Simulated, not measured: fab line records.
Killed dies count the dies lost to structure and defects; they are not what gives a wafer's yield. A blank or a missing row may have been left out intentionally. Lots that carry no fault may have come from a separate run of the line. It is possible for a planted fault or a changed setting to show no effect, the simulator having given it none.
fab line records -- flow n5Finfet -- part 1 of 2: steps 1 to 16 of 23
[record] lots = 5, wafers = 15, lastDay = 17
route steps=1938 shown HKMG_FIN@436
lots untouched by any fault: they come from a run of this same line in which no faults occurred
startH: hours from the record's first day to the start of the lot's first wafer shown -- waitH: time in hours since the lot's previous step -- " identical to the entry in the row above -- L1.1+2: a row that stands for several wafers -- - value missing, or start not given -- * or withheld: withheld -- < > ~ a bound
route shown NAME@n: a module of which the file shows steps, and the number in the route of the first -- usual: mean/standard deviation of fault-free wafers -- same: alike in all rows -- chamber/n: place in a boat -- sites: each site's reading -- _std_site: how widely they spread, as a standard deviation -- _edge_site: the outer-site mean with the inner-site mean subtracted -- radiusMm: how far each site lies from the wafer's centre -- mask NAME#n: copy n -- behind: tool/chamber where the wafer was last shaped -- hold: the reason the lot was held/the length of the hold in hours/how it ended -- device: whichever transistor did not switch (one of n, p or np) -- end of line: the same wafers' tests at the end of the route -- a step given without rows: its recipe and nothing more -- killed: at the first sort, the dies lost to defects and structure; wafer yield is something else -- map: dies across one wafer; x = killed, . = not, _ = none there
set.NAME: setting as actually run; set.NAME@STEP: the setting as run at that earlier step -- model.NAME: the simulator's own value behind a step, which no gauge read
lots seen at some steps along the route; tables by step, rows by wafer
services: a tool's chamber out of use, with start hour (startH, from the record's first day; less than 0 if before it), hours out, and reason
[[steps]]
[step N5_HKMG_FIN_STRIP_33]
[recipe] chemistry = N2/H2, tempC = 40, n2FlowSccm = 200, h2FlowSccm = 200, rfFrequencyHz = 6e+07
lot.wafer,tool,chamber,startH,waitH
L078.1+2+3,rieDiel-04,"3,1,2",99.35,0.1
L081.3+4+5,rieDiel-04,"2,3,3",118.90,0.1
L082.1+3+6,rieDiel-03,"1,3,3",127.24,0.1
L094.2+3+6,rieDiel-06,"0,1,1",195.06,0.1
L096.3+5+6,rieDiel-06,"1,1,0",212.72,0.1
[step N5_HKMG_FIN_STRIP_34]
[recipe] chemistry = CF4, resist = SiARC, powerW = 300, biasPowerW = 75, pressureMtorr = 50, cf4FlowSccm = 150, rfFrequencyHz = 6e+07
[usual] biasPowerW = 74.99/0.24, drypumpMotorCurrentA = 5.5/0.38, oesProductAu = 0.80/0.091, rfFwdPowerW = 294.2/1.6, rfVppV = 271.2/1.4, showerheadPlenumPTorr = 1.81/0.057, throttleValvePct = 13.58/0.29
lot.wafer,tool,chamber,startH,waitH,biasPowerW,drypumpMotorCurrentA,oesProductAu,rfFwdPowerW,rfHoursCounterH,rfVppV,showerheadPlenumPTorr,throttleValvePct
L078.1,rieDiel-04,3,99.36,0.0,74.71,5.5,0.95,294.6,6,271.1,1.83,13.02
L078.2,rieDiel-04,1,99.36,0.0,74.84,5.7,0.69,-,232,271.2,1.84,13.81
L078.3,rieDiel-04,2,99.36,0.0,74.70,5.6,0.89,294.5,18,271.6,1.83,13.01
L081.3,rieDiel-04,2,118.91,0.0,74.49,5.7,0.88,294.9,24,272.9,1.83,13.02
L081.4,rieDiel-04,3,118.91,0.0,75.07,5.5,0.93,294.0,12,273.0,1.83,13.03
L081.5,rieDiel-04,3,118.91,0.0,74.95,5.5,0.93,295.6,-,271.5,1.83,13.02
L082.1,rieDiel-03,1,127.25,0.0,74.79,5.6,0.71,-,218,270.1,1.77,13.67
L082.3,rieDiel-03,3,127.25,0.0,75.10,5.7,0.68,293.3,243,272.8,1.84,14.19
L082.6,rieDiel-03,3,127.25,0.0,75.12,5.7,0.68,293.2,-,272.3,1.84,14.19
L094.2,rieDiel-06,0,195.07,0.0,74.90,5.5,0.72,-,200,271.5,1.79,13.55
L094.3,rieDiel-06,1,195.07,0.0,74.78,5.3,0.74,296.4,139,269.4,1.73,13.86
L094.6,rieDiel-06,1,195.07,0.0,74.88,5.3,0.74,294.8,-,271.0,1.73,13.88
L096.3,rieDiel-06,1,212.73,0.0,75.07,5.3,0.73,294.3,145,267.9,1.72,13.87
L096.5,rieDiel-06,1,212.73,0.0,74.95,5.3,0.74,294.4,-,269.7,1.72,13.88
L096.6,rieDiel-06,0,212.73,0.0,75.08,5.5,0.71,-,-,270.5,1.79,13.59
[step N5_HKMG_FIN_ETCH_35]
[recipe] chemistry = N2/H2, target = SOC, targetDepthA = 2158, ionEnergyEv = 65, biasW = 5, sourceW = 3000, timeS = 243.4, pressureMtorr = 30, n2FlowSccm = 200, h2FlowSccm = 200
[usual] drypumpMotorCurrentA = 5.5/0.38, oesProductAu = 0.80/0.099, rfFwdPowerW = 2992/9.3, rfVppV = 141.8/1.1, showerheadPlenumPTorr = 2.56/0.084, throttleValvePct = 17.9/0.32
lot.wafer,tool,chamber,startH,waitH,drypumpMotorCurrentA,oesProductAu,rfFwdPowerW,rfHoursCounterH,rfVppV,showerheadPlenumPTorr,throttleValvePct
L078.1,rieDiel-04,3,99.38,0.0,5.5,0.99,3002,6,142.1,2.60,17.2
L078.2,rieDiel-04,1,99.38,0.0,5.7,0.68,3005,232,141.3,2.61,18.0
L078.3,rieDiel-04,2,99.38,0.0,5.7,0.92,2986,18,142.3,2.60,17.3
L081.3,rieDiel-04,2,118.93,0.0,5.6,0.91,2987,24,141.7,2.60,17.3
L081.4,rieDiel-04,3,118.93,0.0,5.5,0.96,2986,12,141.4,2.60,17.3
L081.5,rieDiel-04,3,118.93,0.0,5.5,0.96,2989,-,142.1,2.60,17.3
L082.1,rieDiel-03,1,127.27,0.0,5.6,0.69,2977,218,143.3,2.51,17.9
L082.3,rieDiel-03,3,127.27,0.0,5.7,0.67,2992,243,143.3,2.62,18.5
L082.6,rieDiel-03,3,127.27,0.0,5.7,0.68,2993,-,142.7,2.62,18.5
L094.2,rieDiel-06,0,195.09,0.0,5.5,0.72,2992,200,142.0,2.52,17.7
L094.3,rieDiel-06,1,195.09,0.0,5.3,0.75,2993,139,142.2,2.45,18.2
L094.6,rieDiel-06,1,195.09,0.0,5.3,0.75,2993,-,141.7,2.45,18.2
L096.3,rieDiel-06,1,212.75,0.0,5.3,0.76,2990,145,140.7,2.45,18.2
L096.5,rieDiel-06,1,212.75,0.0,5.3,0.76,3018,-,140.3,2.45,18.2
L096.6,rieDiel-06,0,212.75,0.0,5.5,0.72,2993,-,139.9,2.52,17.7
[step N5_HKMG_FIN_STRIP_92]
[recipe] chemistry = N2/H2, material = SOC, timeS = 20, powerW = 500, tempC = 40, pressureMtorr = 50, rfFrequencyHz = 6e+07, biasPowerW = 8, h2Frac = 0.5, n2FlowSccm = 300, h2FlowSccm = 300
[usual] biasPowerW = 8.002/0.023, drypumpMotorCurrentA = 5.5/0.38, oesProductAu = 0.80/0.099, rfFwdPowerW = 496.3/2.1, rfVppV = 54.2/0.87, showerheadPlenumPTorr = 3.38/0.11, throttleValvePct = 19.0/0.44
lot.wafer,tool,chamber,startH,waitH,biasPowerW,drypumpMotorCurrentA,oesProductAu,rfFwdPowerW,rfHoursCounterH,rfVppV,showerheadPlenumPTorr,throttleValvePct
L078.1,rieDiel-04,3,99.53,0.1,8.034,5.5,0.99,497.3,6,53.6,3.43,18.3
L078.2,rieDiel-04,1,99.53,0.1,8.006,5.8,0.68,496.7,232,53.5,3.45,19.1
L078.3,rieDiel-04,2,99.53,0.1,8.040,5.7,0.92,497.3,19,54.2,3.44,18.5
L081.3,rieDiel-04,2,119.08,0.1,8.017,5.7,0.91,499.0,24,55.4,3.43,18.5
L081.4,rieDiel-04,3,119.08,0.1,7.961,5.5,0.95,497.1,12,53.5,3.43,18.3
L081.5,rieDiel-04,3,119.08,0.1,7.961,5.5,0.96,497.3,-,52.9,3.43,18.3
L082.1,rieDiel-03,1,127.42,0.1,8.012,5.6,0.69,497.2,218,55.0,3.32,19.0
L082.3,rieDiel-03,3,127.42,0.1,8.020,5.7,0.68,498.0,243,54.7,3.45,19.9
L082.6,rieDiel-03,3,127.42,0.1,8.040,5.7,0.68,495.5,-,54.9,3.45,19.9
L094.2,rieDiel-06,0,195.24,0.1,8.019,5.5,0.72,499.0,200,53.4,3.34,18.7
L094.3,rieDiel-06,1,195.24,0.1,7.989,5.3,0.76,497.4,139,54.8,3.24,19.3
L094.6,rieDiel-06,1,195.24,0.1,8.003,5.3,0.76,494.8,-,54.9,3.24,19.3
L096.3,rieDiel-06,1,212.89,0.1,7.985,5.3,0.76,497.8,146,53.3,3.24,19.3
L096.5,rieDiel-06,1,212.89,0.1,8.026,5.3,0.76,498.2,-,53.1,3.24,19.3
L096.6,rieDiel-06,0,212.89,0.1,7.987,5.5,0.72,499.4,-,54.8,3.33,18.7
[step N5_HKMG_FIN_WET_ETCH_18]
[recipe] chemistry = SC1, target = TiN, mix = 1:1:5, tempC = *, timeS = 55, targetDepthNm = 5.2, dry = ipaMarangoni, rinseTimeS = 30, rinseTempC = 23
lot.wafer,tool,chamber,startH,waitH
L078.1+2+3,wetBench-04,"6,1,2",99.61,0.1
L081.3+4+5,wetBench-04,"0,7,3",119.16,0.1
L082.1+3+6,wetBench-04,"3,0,1",127.51,0.1
L094.2+3+6,wetBench-05,"6,3,1",195.36,0.1
L096.3+5+6,wetBench-04,"2,1,5",212.98,0.1
[step N5_HKMG_FIN_STRIP_19]
[recipe] chemistry = N2/H2, powerW = 2500, tempC = 300, h2Frac = 0.65, timeS = 360, pressureMtorr = withheld, n2FlowSccm = 1750, h2FlowSccm = 3250
[usual] drypumpMotorCurrentA = 5.9/0.61, heaterPowerW = 476/36
lot.wafer,tool,chamber,startH,waitH,drypumpMotorCurrentA,heaterPowerW,rfHoursCounterH
L078.1,plasmaAsher-01,1,99.67,0.0,6.6,454,95
L078.2,plasmaAsher-01,0,99.67,0.0,6.1,453,95
L078.3,plasmaAsher-01,0,99.67,0.0,6.1,450,-
L081.3,plasmaAsher-01,1,119.35,0.1,6.7,474,-
L081.4,plasmaAsher-01,0,119.35,0.1,6.1,445,-
L081.5,plasmaAsher-01,0,119.35,0.1,6.1,460,-
L082.1,plasmaAsher-02,1,127.57,0.0,4.9,538,41
L082.3,plasmaAsher-02,0,127.57,0.0,5.7,448,-
L082.6,plasmaAsher-02,0,127.57,0.0,5.7,456,-
L094.2,plasmaAsher-01,0,195.42,0.0,6.1,459,113
L094.3,plasmaAsher-01,1,195.42,0.0,6.6,466,-
L094.6,plasmaAsher-01,1,195.42,0.0,6.6,465,-
L096.3,plasmaAsher-01,0,213.16,0.1,6.1,458,-
L096.5,plasmaAsher-01,0,213.16,0.1,6.1,451,-
L096.6,plasmaAsher-01,1,213.16,0.1,6.6,464,-
[step N5_HKMG_FIN_ALD_91]
[recipe] material = TiN, targetThkA = 10, tempC = 400, aldPrecursorFamily = TiCl4, aldCoReactant = NH3, pulseTimeS = 1, purgeTimeS = 3, coReactantPurgeTimeS = 2, coReactantPulseTimeS = 2, aldCycles = 47, pressureTorr = 3
[usual] heaterPowerW = 850/130, precursorPulseHeightRel = 1.001/0.02
[same] coReactantPulseTimeS = 2
lot.wafer,tool,chamber,startH,waitH,heaterPowerW,precursorPulseHeightRel
L078.1,aldMetal-01,3,100.06,0.3,964,0.950
L078.2,aldMetal-01,2,100.06,0.3,830,0.979
L078.3,aldMetal-01,1,100.06,0.3,667,1.021
L081.3,aldMetal-01,0,119.61,0.1,667,0.998
L081.4,aldMetal-01,2,119.61,0.1,833,1.009
L081.5,aldMetal-01,2,119.61,0.1,824,0.999
L082.1,aldMetal-04,3,127.95,0.3,825,1.007
L082.3,aldMetal-04,2,127.95,0.3,896,1.027
L082.6,aldMetal-04,0,127.95,0.3,986,1.019
L094.2,aldMetal-01,1,195.80,0.3,675,0.971
L094.3,aldMetal-01,0,195.80,0.3,663,0.987
L094.6,aldMetal-01,3,195.80,0.3,979,0.968
L096.3,aldMetal-04,0,213.42,0.1,1019,0.996
L096.5,aldMetal-04,3,213.42,0.1,846,0.995
L096.6,aldMetal-04,2,213.42,0.1,928,0.981
[step N5_HKMG_FIN_COAT_85]
[recipe] resist = SOC, tempC = 250, timeS = 60, spinRpm = 1500, resistThkNm = 300
[usual] heaterPowerTotalW = 500.5/1.8, spinSpeedRpm = 1500.2/0.94
lot.wafer,tool,chamber,startH,waitH,heaterPowerTotalW,spinSpeedRpm
L078.1,lithoTrack-04,0,100.33,0.2,502.4,1500.4
L078.2,lithoTrack-04,0,100.33,0.2,502.0,1501.6
L078.3,lithoTrack-04,0,100.33,0.2,497.3,1500.9
L081.3,lithoTrack-03,0,119.90,0.2,498.1,1498.3
L081.4,lithoTrack-03,0,119.90,0.2,501.4,1500.1
L081.5,lithoTrack-03,0,119.90,0.2,502.4,1500.0
L082.1,lithoTrack-02,0,128.23,0.2,499.8,1499.5
L082.3,lithoTrack-02,0,128.23,0.2,502.4,1500.4
L082.6,lithoTrack-02,0,128.23,0.2,500.6,1501.6
L094.2,lithoTrack-04,0,196.08,0.2,501.0,1499.0
L094.3,lithoTrack-04,0,196.08,0.2,503.3,1499.4
L094.6,lithoTrack-04,0,196.08,0.2,502.8,1498.5
L096.3,lithoTrack-02,0,213.72,0.2,499.1,1500.3
L096.5,lithoTrack-02,0,213.72,0.2,503.1,1499.7
L096.6,lithoTrack-02,0,213.72,0.2,498.9,1500.5
[step N5_HKMG_FIN_ETCH_86]
[recipe] chemistry = N2/H2, target = SOC, targetDepthA = 3932, stopOn = TiN, ionEnergyEv = 100, biasW = 61, pressureMtorr = 30, sourceW = 850, n2FlowSccm = 200, h2FlowSccm = 200
[usual] drypumpMotorCurrentA = 5.6/0.38, oesProductAu = 0.81/0.085, rfFwdPowerW = 845.1/2.8, rfVppV = 241.1/1.2, showerheadPlenumPTorr = 2.58/0.081, throttleValvePct = 17.8/0.34
lot.wafer,tool,chamber,startH,waitH,drypumpMotorCurrentA,oesProductAu,rfFwdPowerW,rfHoursCounterH,rfVppV,showerheadPlenumPTorr,throttleValvePct
L078.1,rieDiel-06,2,100.42,-,5.0,0.84,842.6,63,239.7,2.48,18.0
L078.2,rieDiel-06,3,100.42,-,6.5,0.72,842.2,180,240.5,2.64,18.1
L078.3,rieDiel-06,1,100.42,-,5.3,0.78,840.1,105,239.7,2.47,18.1
L081.3,rieDiel-04,0,120.00,-,5.4,0.85,849.3,40,242.4,2.71,18.1
L081.4,rieDiel-04,3,120.00,-,5.5,0.93,848.7,12,241.4,2.60,17.2
L081.5,rieDiel-04,3,120.00,-,5.5,0.93,849.1,-,240.8,2.60,17.2
L082.1,rieDiel-04,3,128.29,-,5.5,0.93,845.5,16,241.0,2.60,17.2
L082.3,rieDiel-04,2,128.29,-,5.7,0.88,848.9,28,240.9,2.60,17.3
L082.6,rieDiel-04,0,128.29,-,5.4,0.85,846.8,-,243.0,2.71,18.1
L094.2,rieDiel-03,3,196.14,-,5.7,0.96,844.2,6,240.3,2.61,18.0
L094.3,rieDiel-03,2,196.14,-,5.7,0.88,838.6,34,242.1,2.70,17.4
L094.6,rieDiel-03,3,196.14,-,5.7,0.96,846.3,-,241.9,2.61,18.1
L096.3,rieDiel-06,1,213.78,-,5.3,0.74,847.1,146,239.2,2.45,18.2
L096.5,rieDiel-06,3,213.78,-,6.5,0.69,842.2,-,242.5,2.62,18.1
L096.6,rieDiel-06,2,213.78,-,5.0,0.79,843.8,-,239.6,2.46,18.0
[step N5_HKMG_FIN_STRIP_89]
[recipe] chemistry = N2/H2, material = SOC, timeS = 20, powerW = 500, tempC = 40, pressureMtorr = 50, rfFrequencyHz = 6e+07, biasPowerW = 8, h2Frac = 0.5, n2FlowSccm = 300, h2FlowSccm = 300
[usual] biasPowerW = 8.004/0.022, drypumpMotorCurrentA = 5.6/0.38, oesProductAu = 0.82/0.09, rfFwdPowerW = 497.3/1.7, rfVppV = 54.3/0.88, showerheadPlenumPTorr = 3.41/0.1, throttleValvePct = 19.0/0.44
lot.wafer,tool,chamber,startH,waitH,biasPowerW,drypumpMotorCurrentA,oesProductAu,rfFwdPowerW,rfHoursCounterH,rfVppV,showerheadPlenumPTorr,throttleValvePct
L078.1,rieDiel-06,2,100.48,0.0,8.022,5.0,0.85,497.2,63,53.9,3.27,19.3
L078.2,rieDiel-06,3,100.48,0.0,8.013,6.5,0.73,497.5,180,55.9,3.48,19.7
L078.3,rieDiel-06,1,100.48,0.0,8.010,5.3,0.79,498.7,105,53.1,3.26,19.2
L081.3,rieDiel-04,0,120.06,0.0,7.993,5.4,0.86,499.0,40,54.3,3.57,19.3
L081.4,rieDiel-04,3,120.06,0.0,7.973,5.5,0.96,496.4,13,54.4,3.43,18.3
L081.5,rieDiel-04,3,120.06,0.0,7.976,5.5,0.96,494.2,-,54.7,3.43,18.3
L082.1,rieDiel-04,3,128.35,0.0,7.999,5.5,0.94,498.0,16,54.2,3.43,18.3
L082.3,rieDiel-04,2,128.35,0.0,7.976,5.7,0.90,500.9,28,53.2,3.43,18.5
L082.6,rieDiel-04,0,128.35,0.0,7.996,5.4,0.86,500.6,-,55.2,3.57,19.3
L094.2,rieDiel-03,3,196.20,0.0,7.991,5.7,0.96,497.0,6,54.8,3.45,19.5
L094.3,rieDiel-03,2,196.20,0.0,7.996,5.7,0.87,494.3,34,54.7,3.56,18.5
L094.6,rieDiel-03,3,196.20,0.0,8.002,5.7,0.97,496.6,-,52.9,3.45,19.5
L096.3,rieDiel-06,1,213.84,0.0,8.024,5.3,0.75,499.0,146,52.9,3.24,19.3
L096.5,rieDiel-06,3,213.84,0.0,7.978,6.5,0.70,495.6,-,53.7,3.46,19.8
L096.6,rieDiel-06,2,213.84,0.0,8.035,5.0,0.81,496.8,-,54.6,3.25,19.3
[step N5_HKMG_FIN_WET_ETCH_87]
[recipe] chemistry = SC1, target = TiN, mix = 1:2:40, tempC = 50, timeS = 154.2, targetDepthNm = 4.7, dry = ipaMarangoni, rinseTimeS = 30, rinseTempC = 23
lot.wafer,tool,chamber,startH,waitH
L078.1+2+3,wetBench-04,"2,7,0",100.58,0.1
L081.3+4+5,wetBench-05,"5,4,3",120.16,0.1
L082.1+3+6,wetBench-04,"6,0,7",128.45,0.1
L094.2+3+6,wetBench-04,"2,0,4",196.30,0.1
L096.3+5+6,wetBench-04,"2,0,3",213.94,0.1
[step N5_HKMG_FIN_STRIP_88]
[recipe] chemistry = N2/H2, powerW = 2500, tempC = 300, h2Frac = 0.65, timeS = 360, pressureMtorr = withheld, n2FlowSccm = 1750, h2FlowSccm = 3250
[usual] drypumpMotorCurrentA = 5.8/0.62, heaterPowerW = 478/35
lot.wafer,tool,chamber,startH,waitH,drypumpMotorCurrentA,heaterPowerW,rfHoursCounterH
L078.1,plasmaAsher-01,0,100.67,0.0,6.1,459,96
L078.2,plasmaAsher-01,1,100.67,0.0,6.6,461,96
L078.3,plasmaAsher-01,1,100.67,0.0,6.6,471,-
L081.3,plasmaAsher-02,0,120.37,0.1,5.7,444,-
L081.4,plasmaAsher-02,1,120.37,0.1,4.9,528,-
L081.5,plasmaAsher-02,0,120.37,0.1,5.7,455,-
L082.1,plasmaAsher-01,0,128.54,0.0,6.1,450,103
L082.3,plasmaAsher-01,1,128.54,0.0,6.7,475,-
L082.6,plasmaAsher-01,1,128.54,0.0,6.6,449,-
L094.2,plasmaAsher-01,0,196.39,0.0,6.1,452,113
L094.3,plasmaAsher-01,0,196.39,0.0,6.1,452,-
L094.6,plasmaAsher-01,0,196.39,0.0,6.1,438,-
L096.3,plasmaAsher-01,0,214.15,0.1,6.1,455,-
L096.5,plasmaAsher-01,0,214.15,0.1,6.1,465,-
L096.6,plasmaAsher-01,1,214.15,0.1,6.6,471,-
[step N5_HKMG_FIN_NWFM_ALD_20]
[recipe] material = TiAlC, targetThkA = 20, tempC = 300, aldPrecursorFamily = TiCl4, aldCoReactant = TEA, pulseTimeS = 3, purgeTimeS = 2, coReactantPurgeTimeS = 2, coReactantPulseTimeS = 10, aldCycles = 7, pressureTorr = 3
[usual] heaterPowerW = 474/71, precursorPulseHeightRel = 1.003/0.02
[same] coReactantPulseTimeS = 10
lot.wafer,tool,chamber,startH,waitH,heaterPowerW,precursorPulseHeightRel
L078.1,aldMetal-04,1,101.05,0.3,504,1.026
L078.2,aldMetal-04,2,101.05,0.3,522,0.990
L078.3,aldMetal-04,0,101.05,0.3,567,1.015
L081.3,aldMetal-03,2,120.63,0.1,600,1.006
L081.4,aldMetal-03,0,120.63,0.1,451,0.978
L081.5,aldMetal-03,1,120.63,0.1,493,1.013
L082.1,aldMetal-01,2,128.93,0.3,451,0.994
L082.3,aldMetal-01,3,128.93,0.3,544,0.994
L082.6,aldMetal-01,3,128.93,0.3,547,1.022
L094.2,aldMetal-01,2,196.78,0.3,465,1.030
L094.3,aldMetal-01,0,196.78,0.3,364,1.007
L094.6,aldMetal-01,2,196.78,0.3,462,1.013
L096.3,aldMetal-01,0,214.41,0.1,384,1.001
L096.5,aldMetal-01,3,214.41,0.1,546,1.017
L096.6,aldMetal-01,0,214.41,0.1,362,1.010
[step N5_HKMG_FIN_ALD_71]
[recipe] material = TiN, targetThkA = 10, tempC = 400, aldPrecursorFamily = TiCl4, aldCoReactant = NH3, pulseTimeS = 1, purgeTimeS = 3, coReactantPurgeTimeS = 2, coReactantPulseTimeS = 2, aldCycles = 47, pressureTorr = 3
[usual] heaterPowerW = 844/130, precursorPulseHeightRel = 1.002/0.018
[same] coReactantPulseTimeS = 2
lot.wafer,tool,chamber,startH,waitH,heaterPowerW,precursorPulseHeightRel
L078.1,aldMetal-04,1,101.15,0.0,884,1.017
L078.2,aldMetal-04,2,101.15,0.0,899,0.998
L078.3,aldMetal-04,0,101.15,0.0,982,0.993
L081.3,aldMetal-03,2,120.73,0.0,1104,0.991
L081.4,aldMetal-03,0,120.73,0.0,790,1.003
L081.5,aldMetal-03,1,120.73,0.0,843,1.027
L082.1,aldMetal-01,2,129.03,0.0,813,1.005
L082.3,aldMetal-01,3,129.03,0.0,1005,0.989
L082.6,aldMetal-01,3,129.03,0.0,958,1.023
L094.2,aldMetal-01,2,196.88,0.0,825,1.008
L094.3,aldMetal-01,0,196.88,0.0,649,1.025
L094.6,aldMetal-01,2,196.88,0.0,824,1.024
L096.3,aldMetal-01,0,214.51,0.0,667,0.999
L096.5,aldMetal-01,3,214.51,0.0,989,0.981
L096.6,aldMetal-01,0,214.51,0.0,659,0.971
[step N5_HKMG_FIN_COAT_66]
[recipe] resist = SOC, tempC = 250, timeS = 60, spinRpm = 1500, resistThkNm = 300
[usual] heaterPowerTotalW = 500.4/1.8, spinSpeedRpm = 1500.1/1
lot.wafer,tool,chamber,startH,waitH,heaterPowerTotalW,spinSpeedRpm
L078.1,lithoTrack-03,0,101.42,0.2,500.9,1500.2
L078.2,lithoTrack-03,0,101.42,0.2,503.2,1499.6
L078.3,lithoTrack-03,0,101.42,0.2,497.9,1501.3
L081.3,lithoTrack-02,0,121.01,0.2,498.0,1500.3
L081.4,lithoTrack-02,0,121.01,0.2,499.1,1499.4
L081.5,lithoTrack-02,0,121.01,0.2,499.3,1500.9
L082.1,lithoTrack-04,0,129.30,0.2,503.2,1502.2
L082.3,lithoTrack-04,0,129.30,0.2,498.5,1500.8
L082.6,lithoTrack-04,0,129.30,0.2,498.9,1501.2
L094.2,lithoTrack-04,0,197.15,0.2,497.4,1499.7
L094.3,lithoTrack-04,0,197.15,0.2,501.3,1501.1
L094.6,lithoTrack-04,0,197.15,0.2,497.3,1500.0
L096.3,lithoTrack-03,0,214.79,0.2,500.1,1498.7
L096.5,lithoTrack-03,0,214.79,0.2,497.6,1500.5
L096.6,lithoTrack-03,0,214.79,0.2,502.8,1499.8
[step N5_HKMG_FIN_ETCH_67]
[recipe] chemistry = N2/H2, target = SOC, targetDepthA = 3889, stopOn = TiN, ionEnergyEv = 100, biasW = 61, pressureMtorr = 30, sourceW = 850, n2FlowSccm = 200, h2FlowSccm = 200
[usual] drypumpMotorCurrentA = 5.6/0.44, oesProductAu = 0.79/0.08, rfFwdPowerW = 845/3.1, rfVppV = 240.9/1.2, showerheadPlenumPTorr = 2.56/0.082, throttleValvePct = 17.8/0.31
lot.wafer,tool,chamber,startH,waitH,drypumpMotorCurrentA,oesProductAu,rfFwdPowerW,rfHoursCounterH,rfVppV,showerheadPlenumPTorr,throttleValvePct
L078.1,rieDiel-04,1,101.49,-,5.7,0.67,842,233,241.2,2.61,18.0
L078.2,rieDiel-04,2,101.49,-,5.6,0.90,846,19,241.7,2.60,17.3
L078.3,rieDiel-04,0,101.49,-,5.4,0.85,844,34,242.6,2.71,18.1
L081.3,rieDiel-03,3,121.13,-,5.6,0.67,843,-,241.3,2.62,18.5
L081.4,rieDiel-03,1,121.13,-,5.5,0.71,843,-,239.4,2.51,17.8
L081.5,rieDiel-03,3,121.13,-,5.7,0.68,841,-,242.4,2.62,18.5
L082.1,rieDiel-04,2,129.45,-,5.7,0.88,849,28,239.7,2.60,17.3
L082.3,rieDiel-04,3,129.45,-,5.5,0.92,843,16,241.5,2.60,17.2
L082.6,rieDiel-04,0,129.45,-,5.4,0.83,845,-,243.2,2.71,18.1
L094.2,rieDiel-04,1,197.22,-,5.7,0.94,849,8,240.8,2.60,17.6
L094.3,rieDiel-04,3,197.22,-,5.5,0.87,842,41,240.6,2.58,17.3
L094.6,rieDiel-04,1,197.22,-,5.7,0.93,843,-,242.0,2.60,17.6
L096.3,rieDiel-06,2,214.97,-,5.0,0.79,843,102,240.1,2.46,18.0
L096.5,rieDiel-06,0,214.97,-,5.5,0.72,846,-,240.0,2.52,17.7
L096.6,rieDiel-06,3,214.97,-,6.5,0.70,843,-,240.9,2.62,18.1
